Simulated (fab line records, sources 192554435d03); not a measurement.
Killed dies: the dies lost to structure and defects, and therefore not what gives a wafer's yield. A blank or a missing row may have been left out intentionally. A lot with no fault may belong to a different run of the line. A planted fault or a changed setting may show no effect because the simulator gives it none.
fab line records | flow n5-finfet
record lots=24 wafers=72 last-day=20
route steps=1938 shown BEOL_M5@1175 BEOL_M6@1214
lots with no fault: from the same line, run without faults
start-h: the number of hours between the record's first day and the start of the first shown wafer of the lot | wait-h: hours since the lot's step before | " unchanged from the row above | L1.1+2: a row that stands for several wafers | - either no value or no given start | * or withheld: withheld | < > ~ a bound
route shown NAME@n: a module of which the file shows steps, and the number in the route of the first | usual: mean/standard deviation of fault-free wafers | same: alike in all rows | chamber/n: place in a boat | sites: per-site readings | _std_site: the standard deviation of these | _edge_site: outer sites' mean less inner sites' | radius-mm: for every site, how far away it sits from the centre of the wafer | mask NAME#n: copy n | behind: the last tool/chamber to shape the wafer | hold: reason for holding the lot/hours on hold/outcome of the hold | device: which transistor (n, p or np) failed to switch | end of line: the route-end tests of the same wafers | a step given without rows: its recipe and nothing more | killed: at the first sort, the dies lost to defects and structure; wafer yield is something else | map: a wafer's dies, x killed, . not, _ none there
set.NAME: setting as actually run; set.NAME@STEP: the setting as run at that earlier step | model.NAME: the simulator's own value behind a step, which no gauge read
steps of the route over a sample of lots; a table a step, a row a wafer
services: from which hour (start-h, from the record's first day; less than 0 if before it) a tool's chamber was out of use, for how many hours, and why
## steps
# step N5_BEOL_M5_SPUTTER_48
# recipe material=Cu target-thk-a=150 temp-c=-20 chamber-pressure-pa=0.07 power-w=withheld time-s=27.62
# usual throttle-valve-pct=29.8/0.95
# columns lot.wafer tool chamber start-h wait-h throttle-valve-pct
L076.3 pvd-sputter-02 - 215.86 0.1 29.4
L076.4 " - " " 29.3
L076.5 " - " " 29.5
L078.1 pvd-sputter-01 - 224.63 0.1 28.8
L078.3 " - " " 28.7
L078.5 " - " " 31.5
L074.2 pvd-sputter-01 - 231.92 0.2 28.9
L074.3 " - " " 29.9
L074.4 " - " " 28.5
L077.3 pvd-sputter-03 - 235.30 0.2 30.1
L077.4 " - " " 29.4
L077.5 " - " " 30.1
L075.1 pvd-sputter-03 - 240.08 0.1 31.5
L075.4 " - " " 30.1
L075.5 " - " " 30.2
L080.2 pvd-sputter-02 - 240.49 0.1 28.6
L080.4 " - " " 29.5
L080.6 " - " " 29.4
L079.3 pvd-sputter-01 - 241.83 0.1 28.7
L079.4 " - " " 29.7
L079.6 " - " " 28.7
L081.2 pvd-sputter-03 - 261.52 0.2 29.4
L081.3 " - " " 29.8
L081.5 " - " " 30.0
L082.1 pvd-sputter-01 - 263.45 0.1 28.9
L082.4 " - " " 30.0
L082.6 " - " " 31.6
L083.1 pvd-sputter-03 - 266.30 0.1 29.1
L083.2 " - " " 30.0
L083.6 " - " " 31.4
L086.2 pvd-sputter-02 - 287.62 0.3 29.4
L086.3 " - " " 28.6
L086.4 " - " " 29.6
L084.2 pvd-sputter-01 - 292.43 0.2 28.7
L084.4 " - " " 28.6
L084.5 " - " " 28.6
L085.1 pvd-sputter-03 - 294.20 0.2 30.0
L085.3 " - " " 30.2
L085.6 " - " " 29.9
L087.3 pvd-sputter-02 - 297.44 0.1 28.7
L087.4 " - " " 29.7
L087.5 " - " " 29.2
L088.3 pvd-sputter-01 - 308.92 0.2 31.5
L088.5 " - " " 31.2
L088.6 " - " " 29.9
L089.1 pvd-sputter-03 - 313.66 0.2 31.3
L089.3 " - " " 30.1
L089.4 " - " " 30.0
L091.3 pvd-sputter-01 - 319.08 0.2 28.6
L091.4 " - " " 31.2
L091.5 " - " " 28.6
L090.1 pvd-sputter-03 - 322.87 3.6 30.0
L090.2 " - " " 29.1
L090.6 " - " " 31.4
L093.3 pvd-sputter-02 - 326.76 0.4 29.3
L093.5 " - " " 29.5
L093.6 " - " " 28.3
L094.2 pvd-sputter-01 - 328.72 0.2 28.7
L094.3 " - " " 31.5
L094.6 " - " " 31.7
L092.1 pvd-sputter-03 - 331.16 0.1 29.7
L092.3 " - " " 30.2
L092.6 " - " " 31.6
L095.1 pvd-sputter-02 - 360.27 1.2 29.4
L095.2 " - " " 28.6
L095.3 " - " " 29.5
L096.1 pvd-sputter-03 - 362.26 0.1 30.2
L096.2 " - " " 29.3
L096.4 " - " " 31.2
L097.3 pvd-sputter-02 - 389.14 0.1 28.5
L097.5 " - " " 29.8
L097.6 " - " " 29.6
# step N5_BEOL_M5_SPUTTER_83
# recipe material=Cu target-thk-a=150 temp-c=-20 chamber-pressure-pa=0.07 power-w=withheld time-s=27.62
# usual throttle-valve-pct=29.8/0.96
# columns lot.wafer tool chamber start-h wait-h throttle-valve-pct
L076.3 pvd-sputter-02 - 218.03 0.5 29.1
L076.4 " - " " 29.3
L076.5 " - " " 29.4
L078.1 pvd-sputter-01 - 226.80 0.5 28.8
L078.3 " - " " 28.5
L078.5 " - " " 31.4
L074.2 pvd-sputter-01 - 234.09 0.5 28.6
L074.3 " - " " 30.0
L074.4 " - " " 28.6
L077.3 pvd-sputter-03 - 237.47 0.5 30.1
L077.4 " - " " 29.2
L077.5 " - " " 30.2
L075.1 pvd-sputter-03 - 242.25 0.5 31.4
L075.4 " - " " 29.9
L075.5 " - " " 29.8
L080.2 pvd-sputter-02 - 242.66 0.5 28.7
L080.4 " - " " 29.6
L080.6 " - " " 29.3
L079.3 pvd-sputter-01 - 244.00 0.5 28.6
L079.4 " - " " 30.0
L079.6 " - " " 28.7
L081.2 pvd-sputter-03 - 263.69 0.5 29.2
L081.3 " - " " 30.1
L081.5 " - " " 30.0
L082.1 pvd-sputter-01 - 265.62 0.5 28.7
L082.4 " - " " 30.1
L082.6 " - " " 31.4
L083.1 pvd-sputter-03 - 268.48 0.5 29.6
L083.2 " - " " 30.0
L083.6 " - " " 31.2
L086.2 pvd-sputter-02 - 289.79 0.5 29.4
L086.3 " - " " 28.8
L086.4 " - " " 29.0
L084.2 pvd-sputter-01 - 294.60 0.5 28.7
L084.4 " - " " 28.7
L084.5 " - " " 28.5
L085.1 pvd-sputter-03 - 296.37 0.5 30.0
L085.3 " - " " 30.1
L085.6 " - " " 30.0
L087.3 pvd-sputter-02 - 299.61 0.5 28.5
L087.4 " - " " 29.9
L087.5 " - " " 29.4
L088.3 pvd-sputter-01 - 311.10 0.5 31.6
L088.5 " - " " 31.5
L088.6 " - " " 30.1
L089.1 pvd-sputter-03 - 315.84 0.5 31.2
L089.3 " - " " 30.0
L089.4 " - " " 30.3
L091.3 pvd-sputter-01 - 321.25 0.5 28.6
L091.4 " - " " 31.6
L091.5 " - " " 28.5
L090.1 pvd-sputter-03 - 325.04 0.5 29.8
L090.2 " - " " 29.0
L090.6 " - " " 31.5
L094.2 pvd-sputter-01 - 330.90 0.5 28.4
L094.3 " - " " 31.5
L094.6 " - " " 31.4
L092.1 pvd-sputter-03 - 333.33 0.5 29.9
L092.3 " - " " 30.2
L092.6 " - " " 31.5
L093.3 pvd-sputter-02 - 337.57 9.1 29.2
L093.5 " - " " 29.3
L093.6 " - " " 28.5
L095.1 pvd-sputter-02 - 362.44 0.5 29.3
L095.2 " - " " 28.8
L095.3 " - " " 29.4
L096.1 pvd-sputter-03 - 364.43 0.5 29.8
L096.2 " - " " 29.1
L096.4 " - " " 31.2
L097.3 pvd-sputter-02 - 391.32 0.5 28.8
L097.5 " - " " 30.1
L097.6 " - " " 29.4
# step N5_BEOL_M5_CO_CAP_78
# recipe material=Co target-thk-a=20 temp-c=200 precursor=CCTBA/H2 pressure-torr=30 time-s=102.1
# usual heater-power-w=259/13
# columns lot.wafer tool chamber start-h wait-h heater-power-w
L076.3 cvd-co-02 0 221.25 0.1 279
L076.4 " 2 " " 255
L076.5 " 0 " " 281
L078.1 cvd-co-02 1 229.86 0.0 249
L078.3 " 2 " " 247
L078.5 " 1 " " 258
L074.2 cvd-co-02 1 237.15 0.0 250
L074.3 " 0 " " 289
L074.4 " 0 " " 285
L077.3 cvd-co-01 2 240.52 0.0 264
L077.4 " 2 " " 256
L077.5 " 1 " " 264
L075.1 cvd-co-01 2 245.30 0.0 262
L075.4 " 0 " " 254
L075.5 " 2 " " 256
L080.2 cvd-co-02 0 245.71 0.0 283
L080.4 " 2 " " 249
L080.6 " 0 " " 273
L079.3 cvd-co-02 2 247.05 0.0 240
L079.4 " 2 " " 244
L079.6 " 0 " " 278
L081.2 cvd-co-02 1 266.74 0.0 253
L081.3 " 0 " " 295
L081.5 " 0 " " 284
L082.1 cvd-co-01 0 268.82 0.0 245
L082.4 " 1 " " 267
L082.6 " 1 " " 273
L083.1 cvd-co-01 1 271.71 0.0 271
L083.2 " 0 " " 252
L083.6 " 1 " " 262
L086.2 cvd-co-01 2 292.83 0.0 270
L086.3 " 0 " " 252
L086.4 " 1 " " 270
L084.2 cvd-co-02 2 297.65 0.0 249
L084.4 " 1 " " 252
L084.5 " 0 " " 282
L085.1 cvd-co-02 1 299.43 0.0 255
L085.3 " 0 " " 285
L085.6 " 2 " " 242
L087.3 cvd-co-02 2 302.92 0.0 255
L087.4 " 2 " " 246
L087.5 " 0 " " 279
L088.3 cvd-co-01 2 314.14 0.0 264
L088.5 " 0 " " 257
L088.6 " 2 " " 257
L089.1 cvd-co-02 0 318.88 0.0 281
L089.3 " 1 " " 245
L089.4 " 2 " " 243
L091.3 cvd-co-01 2 324.29 0.0 261
L091.4 " 1 " " 265
L091.5 " 0 " " 252
L090.1 cvd-co-02 2 328.09 0.0 250
L090.2 " 0 " " 286
L090.6 " 1 " " 249
L094.2 cvd-co-01 2 333.97 0.0 254
L094.3 " 0 " " 256
L094.6 " 2 " " 265
L092.1 cvd-co-01 2 336.39 0.0 259
L092.3 " 0 " " 254
L092.6 " 0 " " 261
L093.3 cvd-co-02 2 340.62 0.0 255
L093.5 " 0 " " 284
L093.6 " 2 " " 251
L095.1 cvd-co-01 1 365.49 0.0 240
L095.2 " 2 " " 261
L095.3 " 0 " " 255
L096.1 cvd-co-01 0 367.51 0.0 254
L096.2 " 1 " " 241
L096.4 " 0 " " 256
L097.3 cvd-co-02 0 394.37 0.0 279
L097.5 " 0 " " 284
L097.6 " 2 " " 250
# step N5_BEOL_M6_STRIP_67
# recipe chemistry=CF4 resist=SiARC power-w=300 bias-power-w=75 pressure-mtorr=50 cf4-flow-sccm=150 rf-frequency-hz=6e+07
# usual drypump-motor-current-A=5.8/0.54 oes-product-au=0.80/0.1 rf-vpp-V=271.4/1.7 showerhead-plenum-p-Torr=1.81/0.059 throttle-valve-pct=13.5/0.35
# columns lot.wafer tool chamber start-h wait-h drypump-motor-current-A oes-product-au rf-hours-counter-h rf-vpp-V showerhead-plenum-p-Torr throttle-valve-pct
L076.3 rie-diel-06 1 225.07 0.0 5.2 0.69 211 272.4 1.85 13.7
L076.4 " 2 " " 6.2 0.68 233 270.8 1.83 13.7
L076.5 " 1 " " 5.2 0.69 - 272.8 1.85 13.7
L078.1 rie-diel-02 3 232.24 0.0 6.4 0.71 200 268.9 1.72 13.5
L078.3 " 0 " " 6.1 0.90 33 273.7 1.89 12.9
L078.5 " 1 " " 5.5 0.71 - 270.2 1.77 14.0
L074.2 rie-diel-02 3 240.50 0.0 6.3 0.70 204 268.9 1.72 13.5
L074.3 " 0 " " 6.1 0.89 37 272.9 1.88 12.9
L074.4 " 0 " " 6.1 0.88 - 273.5 1.88 13.0
L077.3 rie-diel-03 0 245.39 0.0 4.9 0.90 22 270.5 1.78 13.3
L077.4 " 2 " " 5.6 0.72 198 269.1 1.73 13.7
L077.5 " 3 " " 6.1 0.67 - 269.5 1.69 13.7
L080.2 rie-diel-02 0 249.27 0.0 6.1 0.89 40 272.2 1.88 12.9
L080.4 " 3 " " 6.3 0.71 207 267.3 1.71 13.5
L080.6 " 2 " " 5.2 0.94 - 269.5 1.78 13.3
L075.1 rie-diel-06 1 249.58 0.0 5.2 0.68 218 271.1 1.85 13.7
L075.4 " 0 " " 5.9 0.72 210 272.1 1.85 13.8
L075.5 " 1 " " 5.2 0.68 - 273.2 1.85 13.7
L079.3 rie-diel-02 3 249.73 0.0 6.3 0.70 208 269.3 1.71 13.5
L079.4 " 1 " " 5.5 0.71 238 270.9 1.76 14.0
L079.6 " 2 " " 5.2 0.96 - 271.2 1.78 13.3
L081.2 rie-diel-03 1 269.66 0.0 5.9 0.74 195 270.9 1.85 14.0
L081.3 " 2 " " 5.6 0.71 209 269.4 1.73 13.8
L081.5 " 2 " " 5.6 0.70 - 270.3 1.73 13.8
L082.1 rie-diel-03 2 270.88 0.0 5.6 0.71 210 270.5 1.73 13.7
L082.4 " 2 " " 5.6 0.70 - 269.0 1.73 13.7
L082.6 " 0 " " 4.9 0.87 - 269.8 1.77 13.3
L083.1 rie-diel-02 2 275.14 0.0 5.2 0.93 13 272.0 1.78 13.3
L083.2 " 1 " " 5.4 0.70 249 270.0 1.76 14.1
L083.6 " 2 " " 5.2 0.92 - 272.7 1.78 13.3
L086.2 rie-diel-03 3 296.48 0.0 6.1 0.96 8 275.1 1.89 13.1
L086.3 " 2 " " 5.6 0.71 219 269.7 1.72 13.8
L086.4 " 1 " " 5.9 0.73 205 271.9 1.84 14.1
L084.2 rie-diel-03 3 300.77 0.0 6.1 0.96 10 272.9 1.90 13.1
L084.4 " 2 " " 5.6 0.70 221 268.0 1.72 13.8
L084.5 " 2 " " 5.6 0.70 - 271.2 1.72 13.8
L085.1 rie-diel-03 3 301.72 0.0 6.1 0.96 11 272.4 1.89 13.1
L085.3 " 0 " " 4.8 0.86 45 268.2 1.77 13.3
L085.6 " 1 " " 5.9 0.73 - 273.6 1.84 14.1
L087.3 rie-diel-06 1 305.17 0.0 5.2 0.67 241 270.4 1.84 13.8
L087.4 " 1 " " 5.2 0.67 - 271.7 1.84 13.8
L087.5 " 3 " " 6.8 0.94 - 272.7 1.85 13.2
L088.3 rie-diel-02 3 317.58 0.0 6.3 0.69 233 268.4 1.71 13.5
L088.5 " 3 " " 6.3 0.69 - 269.4 1.71 13.5
L088.6 " 0 " " 6.1 0.85 - 272.6 1.88 13.0
L089.1 rie-diel-06 2 325.24 0.0 6.1 0.94 5 272.4 1.82 13.2
L089.3 " 3 " " 6.8 0.91 14 272.0 1.85 13.2
L089.4 " 0 " " 5.9 0.71 239 272.9 1.85 13.9
L091.3 rie-diel-06 1 326.72 0.0 5.2 0.66 247 270.3 1.84 13.8
L091.4 " 0 " " 5.9 0.70 240 274.2 1.85 13.9
L091.5 " 3 " " 6.8 0.92 - 273.5 1.85 13.2
L090.1 rie-diel-03 2 330.94 0.0 5.6 0.70 231 269.6 1.72 13.8
L090.2 " 3 " " 6.1 0.92 20 271.8 1.89 13.1
L090.6 " 0 " " 4.8 0.83 - 270.4 1.77 13.3
L094.2 rie-diel-03 0 335.76 0.0 4.9 0.84 55 269.9 1.77 13.3
L094.3 " 1 " " 5.9 0.73 217 272.0 1.84 14.1
L094.6 " 2 " " 5.6 0.70 - 270.6 1.72 13.8
L092.1 rie-diel-03 1 338.07 0.0 5.9 0.73 218 272.5 1.84 14.1
L092.3 " 0 " " 4.9 0.84 56 269.5 1.77 13.3
L092.6 " 2 " " 5.6 0.69 - 269.4 1.72 13.8
L093.3 rie-diel-06 0 343.37 0.0 5.9 0.70 246 272.7 1.84 13.9
L093.5 " 2 " " 6.2 0.92 - 271.8 1.82 13.2
L093.6 " 3 " " 6.8 0.90 - 272.1 1.85 13.3
L095.1 rie-diel-02 1 367.43 0.0 5.5 0.90 28 271.1 1.75 13.6
L095.2 " 2 " " 5.2 0.86 47 270.7 1.77 13.4
L095.3 " 0 " " 6.1 0.82 86 273.2 1.87 13.1
L096.1 rie-diel-03 0 370.52 0.0 4.9 0.83 67 270.3 1.76 13.4
L096.2 " 3 " " 6.1 0.91 34 272.7 1.89 13.1
L096.4 " 2 " " 5.6 0.69 242 269.2 1.72 13.8
L097.3 rie-diel-06 1 396.76 0.0 5.2 0.90 17 272.2 1.83 13.3
L097.5 " 3 " " 6.8 0.85 - 272.3 1.84 13.3
L097.6 " 1 " " 5.2 0.91 - 270.7 1.83 13.3
# step N5_BEOL_M6_CD_MEAS_18
# recipe pitch-nm=80 target-cd-nm=40
# usual cd-nm=40.0/0.64
# columns lot.wafer tool chamber start-h wait-h cd-nm
L076.3 cd-sem-01 - 225.29 0.1 40.3
L076.4 " - " " 39.8
L076.5 " - " " 39.8
L078.1 cd-sem-01 - 232.59 0.0 40.1
L078.3 " - " " 39.6
L078.5 " - " " 40.2
L074.2 cd-sem-02 - 240.79 0.1 40.1
L074.3 " - " " 39.2
L074.4 " - " " 39.7
L077.3 cd-sem-02 - 245.65 0.1 41.2
L077.4 " - " " 40.4
L077.5 " - " " 41.1
L080.2 cd-sem-03 - 249.55 0.1 40.5
L080.4 " - " " 40.0
L080.6 " - " " 40.0
L075.1 cd-sem-03 - 250.01 0.1 39.6
L075.4 " - " " 39.3
L075.5 " - " " 40.1
L079.3 cd-sem-01 - 250.04 0.1 40.5
L079.4 " - " " 40.1
L079.6 " - " " 40.8
L081.2 cd-sem-02 - 269.90 0.1 40.9
L081.3 " - " " 40.3
L081.5 " - " " 40.3
L082.1 cd-sem-01 - 271.11 0.1 39.5
L082.4 " - " " 40.2
L082.6 " - " " 40.7
L083.1 cd-sem-02 - 275.41 0.0 40.3
L083.2 " - " " 39.6
L083.6 " - " " 39.6
L086.2 cd-sem-03 - 296.73 0.1 40.3
L086.3 " - " " 40.8
L086.4 " - " " 40.4
L084.2 cd-sem-01 - 301.00 0.1 40.4
L084.4 " - " " 40.6
L084.5 " - " " 40.1
L085.1 cd-sem-01 - 301.95 0.0 39.0
L085.3 " - " " 41.0
L085.6 " - " " 40.6
L087.3 cd-sem-01 - 305.39 0.1 39.6
L087.4 " - " " 40.1
L087.5 " - " " 39.7
L088.3 cd-sem-03 - 317.81 0.1 39.5
L088.5 " - " " 39.2
L088.6 " - " " 39.5
L089.1 cd-sem-03 - 325.46 0.0 39.9
L089.3 " - " " 39.2
L089.4 " - " " 39.3
L091.3 cd-sem-03 - 326.96 0.1 40.1
L091.4 " - " " 40.0
L091.5 " - " " 40.6
L090.1 cd-sem-02 - 331.16 0.0 39.6
L090.2 " - " " 38.8
L090.6 " - " " 39.5
L094.2 cd-sem-03 - 336.09 0.1 40.1
L094.3 " - " " 40.4
L094.6 " - " " 40.1
L092.1 cd-sem-02 - 338.29 0.0 40.0
L092.3 " - " " 39.3
L092.6 " - " " 39.7
L093.3 cd-sem-01 - 343.69 0.1 38.6
L093.5 " - " " 39.3
L093.6 " - " " 40.7
L095.1 cd-sem-03 - 367.66 0.1 39.8
L095.2 " - " " 40.9
L095.3 " - " " 40.1
L096.1 cd-sem-01 - 370.74 0.0 40.9
L096.2 " - " " 39.5
L096.4 " - " " 40.8
L097.3 cd-sem-02 - 397.02 0.1 39.9
L097.5 " - " " 39.9
L097.6 " - " " 39.4
# step N5_BEOL_M6_CD_MEAS_28
# recipe target-cd-nm=40 landing-energy-ev=500 detector=se-inlens
# usual cd-nm=39.99/0.22
# columns lot.wafer tool chamber start-h wait-h cd-nm
L076.3 cd-sem-03 0 226.70 - 39.99
L076.4 " 0 " " 40.12
L076.5 " 0 " " 39.91
L078.1 cd-sem-02 0 236.46 - 40.59
L078.3 " 0 " " 40.11
L078.5 " 0 " " 40.03
L074.2 cd-sem-03 0 244.44 - 40.37
L074.3 " 0 " " 40.16
L074.4 " 0 " " 40.17
L077.3 cd-sem-01 0 247.58 - 39.68
L077.4 " 0 " " 39.91
L077.5 " 0 " " 40.06
L080.2 cd-sem-03 0 250.84 - 40.23
L080.4 " 0 " " 40.25
L080.6 " 0 " " 39.99
L079.3 cd-sem-03 0 250.89 - 39.69
L079.4 " 0 " " 39.79
L079.6 " 0 " " 40.04
L075.1 cd-sem-01 0 250.93 - 39.87
L075.4 " 0 " " 40.31
L075.5 " 0 " " 39.50
L082.1 cd-sem-02 0 273.05 - 40.09
L082.4 " 0 " " 39.72
L082.6 " 0 " " 39.82
L081.2 cd-sem-01 0 273.23 - 39.88
L081.3 " 0 " " 40.15
L081.5 " 0 " " 40.05
L083.1 cd-sem-01 0 277.23 - 39.63
L083.2 " 0 " " 40.13
L083.6 " 0 " " 39.71
L086.2 cd-sem-01 0 298.92 - 40.02
L086.3 " 0 " " 40.25
L086.4 " 0 " " 40.09
L084.2 cd-sem-02 0 301.46 - 40.32
L084.4 " 0 " " 40.45
L084.5 " 0 " " 40.11
L085.1 cd-sem-01 0 303.38 - 39.85
L085.3 " 0 " " 40.06
L085.6 " 0 " " 39.89
L087.3 cd-sem-02 0 306.99 - 40.30
L087.4 " 0 " " 39.99
L087.5 " 0 " " 40.35
L088.3 cd-sem-03 0 324.08 - 39.82
L088.5 " 0 " " 39.60
L088.6 " 0 " " 39.64
L089.1 cd-sem-02 0 326.38 - 40.09
L089.3 " 0 " " 40.18
L089.4 " 0 " " 39.95
L091.3 cd-sem-01 0 328.68 - 40.01
L091.4 " 0 " " 39.99
L091.5 " 0 " " 39.97
L090.1 cd-sem-03 0 334.83 - 40.12
L090.2 " 0 " " 39.74
L090.6 " 0 " " 40.09
L094.2 cd-sem-01 0 336.67 - 39.61
L094.3 " 0 " " 40.08
L094.6 " 0 " " 39.73
L092.1 cd-sem-01 0 341.33 - 39.98
L092.3 " 0 " " 40.19
L092.6 " 0 " " 40.15
L093.3 cd-sem-03 0 344.41 - 39.79
L093.5 " 0 " " 40.26
L093.6 " 0 " " 40.14
L095.1 cd-sem-02 0 370.71 - 39.58
L095.2 " 0 " " 40.17
L095.3 " 0 " " 39.74
L096.1 cd-sem-03 0 371.08 - 40.04
L096.2 " 0 " " 39.96
L096.4 " 0 " " 39.76
L097.3 cd-sem-02 0 398.06 - 40.26
L097.5 " 0 " " 40.24
L097.6 " 0 " " 40.15
## services
# columns tool chamber start-h hours kind
rie-diel-06 2 204.99 5.7 repair
rie-diel-02 0 209.63 4.7 repair
cvd-co-02 - 209.89 6.7 repair
rie-diel-02 2 215.22 8.0 repair
cvd-co-02 - 216.64 2.8 pm
rie-diel-03 2 232.24 9.5 repair
rie-diel-06 - 234.94 0.5 repair
rie-diel-03 3 245.80 5.4 repair
rie-diel-03 3 251.28 - clean
rie-diel-03 3 251.28 - consumable-replace:focus-ring
rie-diel-03 3 251.28 - consumable-replace:showerhead
rie-diel-03 3 251.28 21.2 scheduled-down
rie-diel-03 3 251.28 21.2 vent-cycle
cvd-co-01 1 333.33 - clean
cvd-co-01 1 333.33 22.0 scheduled-down
cvd-co-01 1 333.33 22.0 vent-cycle
rie-diel-02 - 336.28 0.6 repair
cvd-co-01 - 357.62 6.9 pm
pvd-sputter-01 - 376.86 2.8 repair
rie-diel-06 0 391.80 48.8 repair
rie-diel-03 2 392.46 - clean
rie-diel-03 2 392.46 - consumable-replace:focus-ring
rie-diel-03 2 392.46 - consumable-replace:showerhead
rie-diel-03 2 392.46 18.3 scheduled-down
## key
fault none
